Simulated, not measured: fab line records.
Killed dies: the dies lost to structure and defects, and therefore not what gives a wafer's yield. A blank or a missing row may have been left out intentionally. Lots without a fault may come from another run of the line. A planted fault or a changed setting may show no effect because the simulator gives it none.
Which tool did it? + flow n5-finfet + Sampling: 18 lots, 54 wafers, 6 of 1938 route steps

## WHAT THE GAUGES SHOWED, per wafer
The record lacks any reading of a measuring or inspecting step that a usual standard deviation could be used to judge.

## WHAT TOOL EACH LOT RAN ON (gives the tool, then ch and the chambers of the sampled wafers, and finally the start)
| lot  | N5_BEOL_M4_SPUTTER_86        | N5_BEOL_M4_CMP_52             | N5_BEOL_M5_DESCUM_16               | N5_BEOL_M5_ETCH_61                 | N5_BEOL_M5_ETCH_62                 | N5_BEOL_M5_STRIP_19                |
|------|------------------------------|-------------------------------|------------------------------------|------------------------------------|------------------------------------|------------------------------------|
| L075 | pvd-sputter-03, day 7 14:07  | cmp-01 ch 0,1,3, day 7 15:45  | rie-diel-06 ch 0,1,2, day 7 19:15  | rie-diel-06 ch 0,1,2, day 7 19:18  | rie-diel-06 ch 0,1,2, day 7 19:20  | rie-diel-02 ch 0,3, day 7 19:37    |
| L074 | pvd-sputter-03, day 7 23:26  | cmp-03 ch 0,1,2, day 8 01:15  | rie-diel-06 ch 1,2,3, day 8 04:11  | rie-diel-06 ch 1,2,3, day 8 04:14  | rie-diel-06 ch 1,2,3, day 8 04:16  | rie-diel-06 ch 0,1,3, day 8 04:38  |
| L078 | pvd-sputter-01, day 8 23:19  | cmp-01 ch 0,3, day 9 00:56    | rie-diel-06 ch 2,3, day 9 03:48    | rie-diel-06 ch 2,3, day 9 03:51    | rie-diel-06 ch 2,3, day 9 03:53    | rie-diel-06 ch 0,1, day 9 04:10    |
| L079 | pvd-sputter-02, day 9 10:40  | cmp-02 ch 0,2,3, day 9 12:16  | rie-diel-01 ch 0,2, day 9 15:40    | rie-diel-01 ch 0,2, day 9 15:43    | rie-diel-01 ch 0,2, day 9 15:45    | rie-diel-01 ch 0,3, day 9 16:02    |
| L080 | pvd-sputter-02, day 9 13:50  | cmp-01 ch 0,1,2, day 9 15:31  | rie-diel-02 ch 0,1,2, day 9 19:08  | rie-diel-02 ch 0,1,2, day 9 19:11  | rie-diel-02 ch 0,1,2, day 9 19:13  | rie-diel-02 ch 0,1,2, day 9 19:30  |
| L081 | pvd-sputter-01, day 9 16:53  | cmp-02 ch 1,2, day 9 18:31    | rie-diel-06 ch 0,1, day 9 22:09    | rie-diel-06 ch 0,1, day 9 22:12    | rie-diel-06 ch 0,1, day 9 22:14    | rie-diel-06 ch 0,3, day 9 22:31    |
| L083 | pvd-sputter-01, day 9 19:05  | cmp-02 ch 0,1,3, day 9 20:41  | rie-diel-01 ch 0,2,3, day 10 01:01 | rie-diel-01 ch 0,2,3, day 10 01:04 | rie-diel-01 ch 0,2,3, day 10 01:05 | rie-diel-01 ch 2,3, day 10 01:22   |
| L084 | pvd-sputter-02, day 9 22:23  | cmp-02 ch 0,1,3, day 10 00:04 | rie-diel-02 ch 1,2, day 10 06:31   | rie-diel-02 ch 1,2, day 10 06:34   | rie-diel-02 ch 1,2, day 10 06:36   | rie-diel-01 ch 2,3, day 10 06:53   |
| L085 | pvd-sputter-03, day 10 19:31 | cmp-02 ch 0,3, day 10 21:10   | rie-diel-01 ch 1,2,3, day 11 00:04 | rie-diel-01 ch 1,2,3, day 11 00:07 | rie-diel-01 ch 1,2,3, day 11 00:08 | rie-diel-01 ch 1,2, day 11 00:25   |
| L087 | pvd-sputter-03, day 10 23:54 | cmp-01 ch 0,2, day 11 01:32   | rie-diel-02 ch 1,2, day 11 05:25   | rie-diel-02 ch 1,2, day 11 05:28   | rie-diel-02 ch 1,2, day 11 05:30   | rie-diel-01 ch 0,3, day 11 05:47   |
| L086 | pvd-sputter-02, day 11 00:20 | cmp-02 ch 0,1,3, day 11 01:58 | rie-diel-02 ch 0,1,2, day 11 05:44 | rie-diel-02 ch 0,1,2, day 11 05:47 | rie-diel-02 ch 0,1,2, day 11 05:49 | rie-diel-01 ch 0,1,3, day 11 06:07 |
| L088 | pvd-sputter-01, day 11 06:50 | cmp-02 ch 0,2,3, day 11 08:26 | rie-diel-06 ch 2,3, day 11 11:59   | rie-diel-06 ch 2,3, day 11 12:02   | rie-diel-06 ch 2,3, day 11 12:04   | rie-diel-02 ch 0,2,3, day 11 12:21 |
| L090 | pvd-sputter-02, day 11 13:03 | cmp-03 ch 0,3, day 11 14:47   | rie-diel-06 ch 2,3, day 11 20:08   | rie-diel-06 ch 2,3, day 11 20:12   | rie-diel-06 ch 2,3, day 11 20:13   | rie-diel-01 ch 0,2,3, day 11 20:35 |
| L089 | pvd-sputter-01, day 12 00:15 | cmp-03 ch 0,1,3, day 12 01:51 | rie-diel-01 ch 0,1,2, day 12 04:53 | rie-diel-01 ch 0,1,2, day 12 04:56 | rie-diel-01 ch 0,1,2, day 12 04:58 | rie-diel-01 ch 0,3, day 12 05:16   |
| L093 | pvd-sputter-01, day 12 20:16 | cmp-03 ch 0,1,2, day 12 22:05 | rie-diel-06 ch 1,2, day 13 01:38   | rie-diel-06 ch 1,2, day 13 01:41   | rie-diel-06 ch 1,2, day 13 01:43   | rie-diel-06 ch 0,2, day 13 02:11   |
| L094 | pvd-sputter-03, day 12 20:44 | cmp-02 ch 0,1,2, day 12 22:27 | rie-diel-02 ch 0,3, day 13 02:18   | rie-diel-02 ch 0,3, day 13 02:21   | rie-diel-02 ch 0,3, day 13 02:23   | rie-diel-06 ch 0,1,2, day 13 02:43 |
| L095 | pvd-sputter-02, day 12 23:54 | cmp-02 ch 0,1,3, day 13 01:39 | rie-diel-02 ch 0,1,2, day 13 05:34 | rie-diel-02 ch 0,1,2, day 13 05:37 | rie-diel-02 ch 0,1,2, day 13 05:38 | rie-diel-06 ch 0,1,3, day 13 05:55 |
| L096 | pvd-sputter-03, day 13 03:06 | cmp-02 ch 0,1, day 13 04:45   | rie-diel-06 ch 0,1,2, day 13 10:48 | rie-diel-06 ch 0,1,2, day 13 10:51 | rie-diel-06 ch 0,1,2, day 13 10:53 | rie-diel-01 ch 0,1,2, day 13 11:18 |
- N5_BEOL_M4_SPUTTER_86: material Cu, target thk 4.5 nm, time 8.29 s.
- N5_BEOL_M4_CMP_52: polishes, stops on SiOC, t overpolish 6.8 s, target thk 40 nm.
- N5_BEOL_M5_DESCUM_16: chemistry O2, time 7 s.
- N5_BEOL_M5_ETCH_61: etches SiARC in CF4, target depth 15.6 nm, time 26 s.
- N5_BEOL_M5_ETCH_62: etches SOC in N2/H2, target depth 75 nm, overetch 15 nm, time 112.5 s.
- N5_BEOL_M5_STRIP_19: strips in O2.

## WHAT THE TOOLS THEMSELVES READ (means of the sampled wafers that have a number; where no wafer has one, the mark that the record gives instead)
N5_BEOL_M4_SPUTTER_86.
| lot  | tool           | chamber-pressure-pa (Pa) | throttle-valve-pct (%) |
|------|----------------|--------------------------|------------------------|
| L075 | pvd-sputter-03 | 0.06996                  | 30.6                   |
| L074 | pvd-sputter-03 | 0.07002                  | 29.8                   |
| L078 | pvd-sputter-01 | 0.06998                  | 29.3                   |
| L079 | pvd-sputter-02 | 0.06983                  | 29.9                   |
| L080 | pvd-sputter-02 | 0.06990                  | 30.2                   |
| L081 | pvd-sputter-01 | 0.06999                  | 30.7                   |
| L083 | pvd-sputter-01 | 0.07000                  | 29.4                   |
| L084 | pvd-sputter-02 | 0.07005                  | 29.5                   |
| L085 | pvd-sputter-03 | 0.07008                  | 30.4                   |
| L087 | pvd-sputter-03 | 0.06983                  | 29.7                   |
| L086 | pvd-sputter-02 | 0.06998                  | 29.5                   |
| L088 | pvd-sputter-01 | 0.06997                  | 29.9                   |
| L090 | pvd-sputter-02 | 0.07004                  | 29.5                   |
| L089 | pvd-sputter-01 | 0.06998                  | 30.7                   |
| L093 | pvd-sputter-01 | 0.06985                  | 30.8                   |
| L094 | pvd-sputter-03 | 0.07021                  | 30.2                   |
| L095 | pvd-sputter-02 | 0.07004                  | 29.3                   |
| L096 | pvd-sputter-03 | 0.07009                  | 29.9                   |

N5_BEOL_M4_CMP_52.
| lot  | tool   | barrier-field-endpoint-s (s) | clearing-platen-down-force-psi (psi) | edge-zone-pressure-frac | motor-current-A (A) | overpolish-run-s (s) | time-to-endpoint-s (s) |
|------|--------|------------------------------|--------------------------------------|-------------------------|---------------------|----------------------|------------------------|
| L075 | cmp-01 | 24.9                         | 1.4990                               | 0.998                   | 6.4                 | 6.800                | 63.3                   |
| L074 | cmp-03 | 24.8                         | 1.4991                               | 0.995                   | 6.1                 | 6.804                | 63.8                   |
| L078 | cmp-01 | 24.7                         | 1.4972                               | 1.000                   | 6.4                 | 6.804                | 64.5                   |
| L079 | cmp-02 | 24.8                         | 1.4991                               | 1.001                   | 5.9                 | 6.793                | 59.2                   |
| L080 | cmp-01 | 25.1                         | 1.5026                               | 1.001                   | 6.2                 | 6.802                | 62.0                   |
| L081 | cmp-02 | 25.4                         | 1.4995                               | 1.003                   | 4.9                 | 6.805                | 63.9                   |
| L083 | cmp-02 | 24.6                         | 1.4979                               | 1.003                   | 5.7                 | 6.802                | 61.0                   |
| L084 | cmp-02 | 24.6                         | 1.4994                               | 0.998                   | 5.5                 | 6.804                | 62.1                   |
| L085 | cmp-02 | 24.5                         | 1.5011                               | 1.003                   | 6.2                 | 6.808                | 63.6                   |
| L087 | cmp-01 | 25.1                         | 1.5012                               | 0.998                   | 6.0                 | 6.802                | 61.5                   |
| L086 | cmp-02 | 24.4                         | 1.5027                               | 1.001                   | 5.7                 | 6.798                | 63.7                   |
| L088 | cmp-02 | 24.1                         | 1.4997                               | 1.003                   | 6.0                 | 6.806                | 61.6                   |
| L090 | cmp-03 | 24.1                         | 1.4973                               | 0.998                   | 6.7                 | 6.803                | 58.8                   |
| L089 | cmp-03 | 24.7                         | 1.4962                               | 0.998                   | 6.6                 | 6.792                | 63.0                   |
| L093 | cmp-03 | 24.0                         | 1.4982                               | 1.002                   | 6.1                 | 6.797                | 58.3                   |
| L094 | cmp-02 | 25.0                         | 1.5017                               | 1.001                   | 5.3                 | 6.792                | 65.3                   |
| L095 | cmp-02 | 24.3                         | 1.4993                               | 0.996                   | 5.5                 | 6.807                | 65.4                   |
| L096 | cmp-02 | 25.0                         | 1.4984                               | 1.001                   | 5.0                 | 6.805                | 64.0                   |

N5_BEOL_M5_DESCUM_16.
| lot  | tool        | drypump-motor-current-A (A) | o2-flow-sccm (sccm) | oes-product-au (a.u.) | rf-vpp-V (V) | showerhead-plenum-p-Torr (Torr) | temp-c (C) | throttle-valve-pct (%) |
|------|-------------|-----------------------------|---------------------|-----------------------|--------------|---------------------------------|------------|------------------------|
| L075 | rie-diel-06 | 5.8                         | 224.6               | 0.76                  | 243.8        | 2.16                            | 40.13      | 20.52                  |
| L074 | rie-diel-06 | 6.1                         | 224.9               | 0.75                  | 244.9        | 2.20                            | 40.04      | 20.59                  |
| L078 | rie-diel-06 | 6.1                         | 224.9               | 0.76                  | 244.4        | 2.19                            | 40.05      | 20.54                  |
| L079 | rie-diel-01 | 5.3                         | 224.9               | 0.82                  | 242.8        | 2.07                            | 40.10      | 20.33                  |
| L080 | rie-diel-02 | 6.0                         | 224.6               | 0.81                  | 242.0        | 2.02                            | 40.00      | 20.21                  |
| L081 | rie-diel-06 | 5.9                         | 224.9               | 0.73                  | 244.0        | 2.17                            | 40.00      | 20.61                  |
| L083 | rie-diel-01 | 5.7                         | 225.4               | 0.81                  | 244.2        | 2.13                            | 39.88      | 20.36                  |
| L084 | rie-diel-02 | 6.0                         | 224.7               | 0.84                  | 242.7        | 2.04                            | 39.90      | 20.21                  |
| L085 | rie-diel-01 | 5.9                         | 225.8               | 0.84                  | 244.0        | 2.14                            | 39.98      | 20.50                  |
| L087 | rie-diel-02 | 6.1                         | 224.5               | 0.84                  | 242.4        | 2.03                            | 40.05      | 20.21                  |
| L086 | rie-diel-02 | 6.0                         | 225.7               | 0.80                  | 241.7        | 2.01                            | 40.01      | 20.24                  |
| L088 | rie-diel-06 | 6.1                         | 225.7               | 0.75                  | 244.0        | 2.18                            | 39.98      | 20.56                  |
| L090 | rie-diel-06 | 6.2                         | 223.9               | 0.73                  | 244.2        | 2.18                            | 39.90      | 20.65                  |
| L089 | rie-diel-01 | 5.5                         | 224.8               | 0.85                  | 243.1        | 2.07                            | 40.15      | 20.49                  |
| L093 | rie-diel-06 | 5.9                         | 225.4               | 0.74                  | 244.3        | 2.19                            | 39.85      | 20.56                  |
| L094 | rie-diel-02 | 5.6                         | 224.9               | 0.92                  | 244.7        | 2.17                            | 39.99      | 20.30                  |
| L095 | rie-diel-02 | 6.0                         | 225.0               | 0.88                  | 242.3        | 2.10                            | 39.93      | 20.14                  |
| L096 | rie-diel-06 | 5.9                         | 225.4               | 0.73                  | 244.4        | 2.15                            | 40.14      | 20.58                  |

N5_BEOL_M5_ETCH_61.
| lot  | tool        | drypump-motor-current-A (A) | etch-rf-on-time-s (s) | oes-product-au (a.u.) | rf-vpp-V (V) | showerhead-plenum-p-Torr (Torr) | throttle-valve-pct (%) |
|------|-------------|-----------------------------|-----------------------|-----------------------|--------------|---------------------------------|------------------------|
| L075 | rie-diel-06 | 5.8                         | 25.9                  | 0.65                  | 184.9        | 2.21                            | 15.68                  |
| L074 | rie-diel-06 | 6.1                         | 25.7                  | 0.64                  | 184.5        | 2.23                            | 15.67                  |
| L078 | rie-diel-06 | 6.1                         | 25.2                  | 0.66                  | 184.6        | 2.23                            | 15.67                  |
| L079 | rie-diel-01 | 5.3                         | 26.2                  | 0.71                  | 184.0        | 2.13                            | 15.60                  |
| L080 | rie-diel-02 | 6.0                         | 25.4                  | 0.70                  | 182.6        | 2.08                            | 15.47                  |
| L081 | rie-diel-06 | 5.9                         | 26.0                  | 0.63                  | 185.6        | 2.21                            | 15.73                  |
| L083 | rie-diel-01 | 5.6                         | 25.9                  | 0.70                  | 184.7        | 2.19                            | 15.59                  |
| L084 | rie-diel-02 | 6.1                         | 25.0                  | 0.73                  | 183.2        | 2.09                            | 15.40                  |
| L085 | rie-diel-01 | 5.9                         | 25.9                  | 0.73                  | 184.3        | 2.19                            | 15.64                  |
| L087 | rie-diel-02 | 6.1                         | 24.9                  | 0.72                  | 183.4        | 2.09                            | 15.42                  |
| L086 | rie-diel-02 | 6.0                         | 25.4                  | 0.69                  | 183.1        | 2.07                            | 15.48                  |
| L088 | rie-diel-06 | 6.1                         | 26.2                  | 0.64                  | 184.9        | 2.22                            | 15.71                  |
| L090 | rie-diel-06 | 6.2                         | 26.1                  | 0.61                  | 184.8        | 2.20                            | 15.73                  |
| L089 | rie-diel-01 | 5.5                         | 25.7                  | 0.73                  | 183.5        | 2.13                            | 15.67                  |
| L093 | rie-diel-06 | 5.9                         | 26.0                  | 0.63                  | 183.8        | 2.24                            | 15.73                  |
| L094 | rie-diel-02 | 5.5                         | 25.3                  | 0.79                  | 185.4        | 2.20                            | 15.32                  |
| L095 | rie-diel-02 | 5.9                         | 25.1                  | 0.76                  | 184.6        | 2.15                            | 15.34                  |
| L096 | rie-diel-06 | 5.8                         | 26.1                  | 0.62                  | 184.4        | 2.20                            | 15.77                  |

N5_BEOL_M5_ETCH_62.
| lot  | tool        | drypump-motor-current-A (A) | oes-product-au (a.u.) | rf-vpp-V (V) | showerhead-plenum-p-Torr (Torr) | temp-c (C) | throttle-valve-pct (%) |
|------|-------------|-----------------------------|-----------------------|--------------|---------------------------------|------------|------------------------|
| L075 | rie-diel-06 | 5.9                         | 0.60                  | 526.1        | 2.62                            | 40.12      | 17.89                  |
| L074 | rie-diel-06 | 6.1                         | 0.59                  | 527.0        | 2.64                            | 39.95      | 17.81                  |
| L078 | rie-diel-06 | 6.1                         | 0.60                  | 526.7        | 2.65                            | 39.89      | 17.89                  |
| L079 | rie-diel-01 | 5.3                         | 0.66                  | 523.6        | 2.53                            | 39.91      | 17.77                  |
| L080 | rie-diel-02 | 6.0                         | 0.64                  | 521.4        | 2.44                            | 39.98      | 17.54                  |
| L081 | rie-diel-06 | 5.9                         | 0.58                  | 524.9        | 2.60                            | 39.97      | 17.85                  |
| L083 | rie-diel-01 | 5.7                         | 0.64                  | 524.8        | 2.60                            | 40.03      | 17.86                  |
| L084 | rie-diel-02 | 6.0                         | 0.66                  | 521.7        | 2.46                            | 40.03      | 17.54                  |
| L085 | rie-diel-01 | 5.9                         | 0.67                  | 525.2        | 2.61                            | 39.91      | 18.04                  |
| L087 | rie-diel-02 | 6.1                         | 0.65                  | 521.7        | 2.46                            | 39.96      | 17.55                  |
| L086 | rie-diel-02 | 5.9                         | 0.63                  | 521.2        | 2.44                            | 40.02      | 17.56                  |
| L088 | rie-diel-06 | 6.1                         | 0.59                  | 527.2        | 2.64                            | 40.06      | 17.90                  |
| L090 | rie-diel-06 | 6.3                         | 0.57                  | 526.0        | 2.62                            | 39.97      | 17.83                  |
| L089 | rie-diel-01 | 5.5                         | 0.67                  | 524.4        | 2.54                            | 39.96      | 17.97                  |
| L093 | rie-diel-06 | 5.9                         | 0.58                  | 527.2        | 2.65                            | 39.95      | 17.98                  |
| L094 | rie-diel-02 | 5.6                         | 0.72                  | 525.0        | 2.64                            | 40.05      | 17.57                  |
| L095 | rie-diel-02 | 6.0                         | 0.69                  | 525.1        | 2.54                            | 39.93      | 17.44                  |
| L096 | rie-diel-06 | 5.9                         | 0.58                  | 525.5        | 2.60                            | 40.03      | 17.96                  |

N5_BEOL_M5_STRIP_19.
| lot  | tool        | drypump-motor-current-A (A) | o2-flow-sccm (sccm) | oes-product-au (a.u.) | rf-vpp-V (V) | showerhead-plenum-p-Torr (Torr) | temp-c (C) | throttle-valve-pct (%) |
|------|-------------|-----------------------------|---------------------|-----------------------|--------------|---------------------------------|------------|------------------------|
| L075 | rie-diel-02 | 5.6                         | 226.0               | 0.70                  | 3.4          | 2.05                            | 40.10      | 16.70                  |
| L074 | rie-diel-06 | 6.0                         | 224.5               | 0.74                  | 3.7          | 2.16                            | 39.96      | 16.83                  |
| L078 | rie-diel-06 | 5.9                         | 225.1               | 0.74                  | 3.2          | 2.17                            | 39.93      | 16.82                  |
| L079 | rie-diel-01 | 5.5                         | 225.6               | 0.85                  | 3.4          | 2.08                            | 39.95      | 16.51                  |
| L080 | rie-diel-02 | 5.9                         | 225.1               | 0.82                  | 3.7          | 2.02                            | 40.02      | 16.48                  |
| L081 | rie-diel-06 | 5.9                         | 224.8               | 0.74                  | 3.7          | 2.12                            | 40.08      | 16.85                  |
| L083 | rie-diel-01 | 6.0                         | 225.4               | 0.79                  | 3.5          | 2.20                            | 39.94      | 16.60                  |
| L084 | rie-diel-01 | 5.8                         | 224.7               | 0.76                  | 3.7          | 2.18                            | 40.02      | 16.67                  |
| L085 | rie-diel-01 | 5.7                         | 224.6               | 0.82                  | 3.7          | 2.13                            | 40.05      | 16.76                  |
| L087 | rie-diel-01 | 5.8                         | 225.3               | 0.82                  | 3.9          | 2.14                            | 39.99      | 16.56                  |
| L086 | rie-diel-01 | 5.7                         | 224.8               | 0.88                  | 3.1          | 2.09                            | 39.88      | 16.66                  |
| L088 | rie-diel-02 | 5.7                         | 224.8               | 0.81                  | 3.3          | 2.06                            | 40.07      | 16.57                  |
| L090 | rie-diel-01 | 5.6                         | 225.1               | 0.78                  | 3.9          | 2.13                            | 40.02      | 16.62                  |
| L089 | rie-diel-01 | 5.8                         | 225.3               | 0.82                  | 3.5          | 2.14                            | 40.01      | 16.56                  |
| L093 | rie-diel-06 | 5.8                         | 224.6               | 0.75                  | 3.6          | 2.15                            | 39.95      | 16.77                  |
| L094 | rie-diel-06 | 5.8                         | 225.3               | 0.74                  | 3.5          | 2.15                            | 39.94      | 16.81                  |
| L095 | rie-diel-06 | 6.0                         | 224.3               | 0.71                  | 3.4          | 2.15                            | 39.98      | 16.91                  |
| L096 | rie-diel-01 | 5.5                         | 225.1               | 0.83                  | 3.7          | 2.07                            | 39.95      | 16.73                  |

## THE ANSWER, worked out from the rows above alone
Rule: what is usual is taken from the lots themselves. The widest of any qualifying gaps counts: lots, ordered by their means at a reading, are off when they make up no more than a third of the lots, leave a main group of 4 or more, and stand apart from it by 3 or more times the standard deviation of that group's means. A main group is skipped when, at the precision printed for the reading in the tables above, its means are all equal. A lot without any number at a reading at which 4 lots or more have one is off too. All remaining lots with rows at the step are treated as sound. The gauges are gone through in route order, then the tools' own readings, and for those a lot's mean is taken as printed above. At the first step where some lot is off, the reading lying furthest off is the one used; lots without a number count as furthest.
Across all readings shown, no lot is off: no conclusion can be drawn from this.

## WHAT HAD BEEN PUT IN BY THE SIMULATOR
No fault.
